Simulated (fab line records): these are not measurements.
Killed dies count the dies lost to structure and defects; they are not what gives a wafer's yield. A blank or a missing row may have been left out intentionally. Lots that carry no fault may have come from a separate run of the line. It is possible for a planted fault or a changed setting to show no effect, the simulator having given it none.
fab line records -- flow n5-finfet
[record] lots = 6, wafers = 16, last-day = 16
route steps=1938 shown SD_EPI_P@326 SD_ACTIVATION@330 ILD0@335 PASSIVATION@1936
lots untouched by any fault: they come from a run of this same line in which no faults occurred
start-h: hours from the record's opening day to when the first of the lot's shown wafers began -- wait-h: how many hours have passed since the lot's step before this one -- " same as the row above -- L1.1+2: a row that stands for several wafers -- - either no value or no given start -- * or withheld: withheld -- < > ~ a bound
route shown NAME@n: names a module that has steps shown in the file, with the first one's number in the route -- usual: the fault-free wafers' mean and standard deviation -- same: alike in all rows -- chamber/n: place in a boat -- sites: per-site readings -- _std_site: standard deviation of those values -- _edge_site: outer sites' mean less inner sites' -- radius-mm: for every site, how far away it sits from the centre of the wafer -- mask NAME#n: copy n -- behind: the most recent tool/chamber to have shaped the wafer -- hold: what put the lot on hold/how long, in hours/how the hold closed -- device: whichever transistor did not switch (one of n, p or np) -- end of line: the same wafers' tests at the end of the route -- a step given without rows: its recipe and nothing more -- killed: count of dies lost to structure and defects at first sort (not the wafer's yield) -- map: shows each die of a wafer: x if killed, . if not, _ if none is there
set.NAME: the setting that was run; set.NAME@STEP: the one run at that earlier step -- model.NAME: the simulator's own value behind a step, which no gauge read
a table for each step, a row for each wafer; lots at some steps of the route
services: the hour from which a tool's chamber was out of use, counted from the record's first day as start-h (under 0 if before that day), plus the number of hours and why
[[steps]]
[step N5_SD_EPI_P_PRECLEAN_32]
[recipe] chemistry = dHF, time-s = 10, dilution = 500:1, temp-c = 25
[step N5_SD_EPI_P_PRECLEAN_33]
[recipe] chemistry = SC2, time-s = 45, temp-c = 35, mix = 1:1:50
[step N5_SD_EPI_P_SRD_25]
[recipe] time-s = 30, temp-c = 23, rinse-liquid = diw, dry = ipa-marangoni
[step N5_SD_EPI_P_INSPECT_26]
[recipe] inspect-instrument = darkfield, mode = post-epi
[usual] raw-defect-count = 167/35
lot.wafer,tool,chamber,start-h,wait-h,raw-defect-count
L757.4,defect-inspect-01,-,89.23,0.0,179
L757.5,defect-inspect-01,-,89.23,0.0,113
L758.2,defect-inspect-01,-,93.05,0.0,134
L758.6,defect-inspect-01,-,93.05,0.0,160
L762.1,defect-inspect-01,-,116.94,0.0,137
L762.4,defect-inspect-01,-,116.94,0.0,136
L762.5,defect-inspect-01,-,116.94,0.0,181
L763.1,defect-inspect-02,-,125.54,0.0,170
L763.3,defect-inspect-02,-,125.54,0.0,186
L763.6,defect-inspect-02,-,125.54,0.0,177
L764.1,defect-inspect-02,-,128.93,0.0,151
L764.4,defect-inspect-02,-,128.93,0.0,207
L764.5,defect-inspect-02,-,128.93,0.0,152
L773.1,defect-inspect-02,-,184.66,0.0,140
L773.3,defect-inspect-02,-,184.66,0.0,151
L773.4,defect-inspect-02,-,184.66,0.0,161
[step N5_SD_ACTIVATION_RTA_00]
[recipe] temp-c = 975, time-s = 0, ambient = N2, idle-temp-c = 600, ramp-up-c-per-s = 150, ramp-down-c-per-s = 60, cool-to-c = 600
[usual] lamp-power-pct = 8.96/0.051, wafer_temp_C_max = 975.0/1.7
lot.wafer,tool,chamber,start-h,wait-h,lamp-power-pct,wafer_temp_C_max
L757.4,rtp-anneal-01,0,89.44,0.2,8.94,973.1
L757.5,rtp-anneal-01,0,89.44,0.2,8.84,973.5
L758.2,rtp-anneal-01,0,93.41,0.4,8.94,973.4
L758.6,rtp-anneal-01,0,93.41,0.4,9.00,972.0
L762.1,rtp-anneal-02,0,117.09,0.1,8.97,976.6
L762.4,rtp-anneal-02,0,117.09,0.1,8.96,975.8
L762.5,rtp-anneal-02,0,117.09,0.1,8.95,974.8
L763.1,rtp-anneal-01,0,125.75,0.2,8.97,972.1
L763.3,rtp-anneal-01,0,125.75,0.2,8.97,975.5
L763.6,rtp-anneal-01,0,125.75,0.2,9.02,974.6
L764.1,rtp-anneal-01,0,128.96,0.0,9.01,975.5
L764.4,rtp-anneal-01,0,128.96,0.0,8.96,978.2
L764.5,rtp-anneal-01,0,128.96,0.0,8.90,973.8
L773.1,rtp-anneal-02,0,184.79,0.1,8.97,976.4
L773.3,rtp-anneal-02,0,184.79,0.1,8.90,975.8
L773.4,rtp-anneal-02,0,184.79,0.1,8.94,975.1
[step N5_SD_ACTIVATION_LSA_01]
[recipe] temp-c = 1080, time-s = 0.0008, ambient = N2
[usual] wafer_temp_C_max = 1084.5/0.94
lot.wafer,tool,chamber,start-h,wait-h,wafer_temp_C_max
L757.4,laser-anneal-02,0,89.74,0.2,1084.2
L757.5,laser-anneal-02,0,89.74,0.2,1084.0
L758.2,laser-anneal-01,0,93.77,0.3,1085.4
L758.6,laser-anneal-01,0,93.77,0.3,1084.6
L762.1,laser-anneal-01,0,117.29,0.2,1085.2
L762.4,laser-anneal-01,0,117.29,0.2,1083.8
L762.5,laser-anneal-01,0,117.29,0.2,1084.4
L763.1,laser-anneal-02,0,125.95,0.2,1083.4
L763.3,laser-anneal-02,0,125.95,0.2,1082.8
L763.6,laser-anneal-02,0,125.95,0.2,1084.6
L764.1,laser-anneal-01,0,129.16,0.2,1085.9
L764.4,laser-anneal-01,0,129.16,0.2,1084.1
L764.5,laser-anneal-01,0,129.16,0.2,1085.3
L773.1,laser-anneal-02,0,184.99,0.2,1084.9
L773.3,laser-anneal-02,0,184.99,0.2,1083.5
L773.4,laser-anneal-02,0,184.99,0.2,1083.8
[step N5_SD_ACTIVATION_INSPECT_02]
[recipe] inspect-instrument = darkfield, mode = post-anneal
[usual] raw-defect-count = 168/36
lot.wafer,tool,chamber,start-h,wait-h,raw-defect-count
L757.4,defect-inspect-02,-,90.18,0.1,155
L757.5,defect-inspect-02,-,90.18,0.1,102
L758.2,defect-inspect-02,-,94.27,0.1,126
L758.6,defect-inspect-02,-,94.27,0.1,162
L762.1,defect-inspect-01,-,117.92,0.3,150
L762.4,defect-inspect-01,-,117.92,0.3,142
L762.5,defect-inspect-01,-,117.92,0.3,175
L763.1,defect-inspect-01,-,126.47,0.2,188
L763.3,defect-inspect-01,-,126.47,0.2,182
L763.6,defect-inspect-01,-,126.47,0.2,197
L764.1,defect-inspect-02,-,129.69,0.2,154
L764.4,defect-inspect-02,-,129.69,0.2,219
L764.5,defect-inspect-02,-,129.69,0.2,165
L773.1,defect-inspect-01,-,185.53,0.2,154
L773.3,defect-inspect-01,-,185.53,0.2,158
L773.4,defect-inspect-01,-,185.53,0.2,166
[step N5_ILD0_LINER_00]
[recipe] material = SiNx, target-thk-a = 40, temp-c = 400, ald-precursor-family = SiH2I2, ald-co-reactant = N2/H2-plasma, pulse-time-s = 1, purge-time-s = 2, co-reactant-purge-time-s = 2, ald-cycles = 80, pressure-torr = 2
[usual] heater-power-w = 853/91, precursor-pulse-height-rel = 0.998/0.02
lot.wafer,tool,chamber,start-h,wait-h,heater-power-w,precursor-pulse-height-rel
L757.4,ald-sin-02,2,90.75,0.6,846,1.041
L757.5,ald-sin-02,0,90.75,0.6,800,1.002
L758.2,ald-sin-03,0,94.30,0.0,896,1.017
L758.6,ald-sin-03,0,94.30,0.0,869,0.994
L762.1,ald-sin-03,1,117.95,0.0,1043,0.978
L762.4,ald-sin-03,0,117.95,0.0,881,1.003
L762.5,ald-sin-03,1,117.95,0.0,1032,0.987
L763.1,ald-sin-03,3,126.55,0.1,726,1.000
L763.3,ald-sin-03,2,126.55,0.1,841,0.996
L763.6,ald-sin-03,3,126.55,0.1,709,0.962
L764.1,ald-sin-01,1,129.87,0.2,712,1.024
L764.4,ald-sin-01,2,129.87,0.2,837,0.989
L764.5,ald-sin-01,3,129.87,0.2,942,0.975
L773.1,ald-sin-02,1,185.65,0.1,799,1.025
L773.3,ald-sin-02,2,185.65,0.1,848,0.994
L773.4,ald-sin-02,3,185.65,0.1,849,1.022
[step N5_ILD0_FCVD_FILL_01]
[recipe] material = SiO2_flowable, target-thk-a = 2000, temp-c = 100, pressure-torr = 0.8, rf-w = 2000, time-s = 328.3
[step N5_ILD0_CURE_02]
[recipe] temp-c = 450, time-s = 1800, ambient = steam, idle-temp-c = 400, ramp-up-c-per-min = 5, ramp-down-c-per-min = 3, densification-p-h2o-torr = 640
[step N5_ILD0_CMP_03]
[recipe] stop-on = SiNx, t-overpolish-s = 1.9, post-cmp-clean = alkaline-brush, down-force-psi = 4.1491, platen-rpm = 51.796, pad-velocity-m-s = 1.0306, target-thk-nm = 197.38
[usual] motor-current-A = 12.7/1.3, overpolish-run-s = 1.901/0.0092, platen-rpm = 51.79/0.034, retaining-ring-pressure-frac = 1.000/0.0049, time-to-endpoint-s = 69/4.7
lot.wafer,tool,chamber,start-h,wait-h,motor-current-A,overpolish-run-s,platen-rpm,retaining-ring-pressure-frac,time-to-endpoint-s
L757.4,cmp-04,3,93.15,0.1,14.8,1.895,51.82,0.995,62
L757.5,cmp-04,3,93.15,0.1,14.2,1.918,51.78,0.996,62
L758.2,cmp-03,0,96.74,0.1,13.8,1.907,51.75,1.002,75
L758.6,cmp-03,3,96.74,0.1,14.2,1.906,51.80,1.004,72
L762.4,cmp-01,3,120.41,0.1,12.7,1.897,51.81,0.995,74
L762.1,cmp-01,0,120.41,0.1,11.7,1.900,51.76,1.005,66
L762.5,cmp-01,1,120.41,0.1,12.0,1.885,51.81,1.005,73
L763.3,cmp-04,1,128.95,0.1,10.5,1.906,49.69,1.002,80
L763.1,cmp-04,3,128.95,0.1,13.8,1.904,49.71,0.997,64
L763.6,cmp-04,1,128.95,0.1,10.2,1.898,49.78,1.004,76
L764.4,cmp-04,1,132.24,0.0,9.9,1.891,49.71,0.997,78
L764.1,cmp-04,0,132.24,0.0,11.8,1.919,49.73,1.003,76
L764.5,cmp-04,1,132.24,0.0,10.3,1.896,49.70,0.995,82
L773.3,cmp-03,1,188.01,0.0,13.2,1.906,51.78,0.999,68
L773.1,cmp-03,2,188.01,0.0,13.2,1.900,51.79,0.993,66
L773.4,cmp-03,3,188.01,0.0,14.1,1.896,51.79,0.998,75
[step N5_ILD0_THK_MEAS_04]
[usual] thk-nm = 196.8/1.4
lot.wafer,tool,chamber,start-h,wait-h,thk-nm
L757.4,film-metro-02,-,93.43,0.2,195.3
L757.5,film-metro-02,-,93.43,0.2,195.3
L758.2,film-metro-02,-,96.96,-,197.9
L758.6,film-metro-02,-,96.96,-,197.7
L762.1,film-metro-01,-,120.63,-,198.2
L762.4,film-metro-01,-,120.63,-,195.1
L762.5,film-metro-01,-,120.63,-,200.1
L763.1,film-metro-01,-,129.21,-,195.4
L763.3,film-metro-01,-,129.21,-,198.9
L763.6,film-metro-01,-,129.21,-,197.6
L764.1,film-metro-02,-,132.53,-,197.2
L764.4,film-metro-02,-,132.53,-,198.9
L764.5,film-metro-02,-,132.53,-,198.4
L773.1,film-metro-01,-,188.31,-,195.6
L773.3,film-metro-01,-,188.31,-,196.3
L773.4,film-metro-01,-,188.31,-,199.2
[step N5_PASSIVATION_PROBE_49]
[usual] killed_at_M0_to_M3 = 32/9.3, killed_at_M4_up = 14/4.9, killed-at-contacts = 15/7.5, killed-at-front-end = 40/11, killed-at-other = 4/3.3, killed-dies = 104/17, killed-open = 68/14, killed-short = 33/7.9
[same] gross-dies = 1180, killed-at-back-side = 0
lot.wafer,tool,chamber,start-h,wait-h,killed_at_M0_to_M3,killed_at_M4_up,killed-at-contacts,killed-at-front-end,killed-at-other,killed-dies,killed-open,killed-short
L762.1,prober-02,-,319.79,0.0,40,11,16,44,10,121,90,26
L762.4,prober-02,-,319.94,0.2,37,16,20,25,3,101,72,28
L762.5,prober-02,-,319.99,0.2,54,7,23,34,4,122,84,38
// killed by level:class
L762.1 MOL_CONTACT_COAG:geometric-particle:open=15 BEOL_M3:geometric-particle:open=13 BEOL_M0_SAQP:geometric-particle:open=11 STI_FIN_REVEAL:geometric-particle:open=9 FIN_SAQP:geometric-particle:open=8 BEOL_M0_SAQP:geometric-particle:short=7 DUMMY_GATE:geometric-particle:open=5 BEOL_M4:geometric-particle:open=5
L762.4 MOL_CONTACT_COAG:geometric-particle:open=16 BEOL_M0_SAQP:geometric-particle:short=13 STI_FIN_REVEAL:geometric-particle:open=11 BEOL_M4:geometric-particle:open=9 BEOL_M3:geometric-particle:open=7 BEOL_M1:geometric-particle:open=5 MOL_CONTACT_COAG:geometric-particle:short=4 BEOL_M0_SAQP:geometric-particle:open=4
L762.5 BEOL_M3:geometric-particle:open=30 MOL_CONTACT_COAG:geometric-particle:open=15 FIN_SAQP:geometric-particle:open=9 BEOL_M3:geometric-particle:short=9 MOL_CONTACT_COAG:geometric-particle:short=8 GATE_CUT:geometric-particle:short=6 STI_FIN_REVEAL:geometric-particle:open=5 BEOL_M0_SAQP:geometric-particle:open=4
[[services]]
tool,chamber,start-h,hours,kind
ald-sin-02,2,70.99,11.1,repair
cmp-01,-,77.63,3.9,repair
cmp-03,-,84.39,5.3,pm
cmp-01,-,91.16,17.3,pm
ald-sin-02,-,102.55,2.8,pm
cmp-03,-,128.69,10.4,pm
cmp-01,-,141.81,1.9,repair
cmp-04,-,145.70,4.9,pm
ald-sin-03,0,149.07,8.7,repair
ald-sin-03,-,164.77,4.3,pm
cmp-03,-,165.98,4.6,repair
ald-sin-03,-,176.75,14.0,pm
ald-sin-03,0,176.75,14.0,vent-cycle
ald-sin-03,1,176.75,14.0,vent-cycle
ald-sin-03,2,176.75,14.0,vent-cycle
ald-sin-03,3,176.75,14.0,vent-cycle
cmp-04,-,184.76,10.6,repair
cmp-01,-,187.15,1.7,repair
[[key]]
[first-sign] step = N5_ILD0_CMP_03, reading = platen-rpm, direction = down, sigmas = 61, usual = 51.79, struck = 49.72
effect none on later readings
met-at N5_ILD0_CMP_03
struck-wafers L763.1,L763.3,L763.6,L764.1,L764.4,L764.5
tester-left-out L763,L764
onset-between 93.15 128.95
[fault] kind = process-parameter-drift, tool = cmp-04, chamber = -, onset-h = 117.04, steps = N5_ILD0_CMP_03, channel = platen-rpm, offset = -2.0718, shape = step, end-h = 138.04, acts-in = these-recipes-only, stated = 51.796
// tester-left-out: of these lots the tester's yield and bins aren't shown, on N5 and GAA mostly nor the transistor test; their killed dies are dies lost to structure and defects alone, not to doping, threshold or leakage, so they don't give the yield
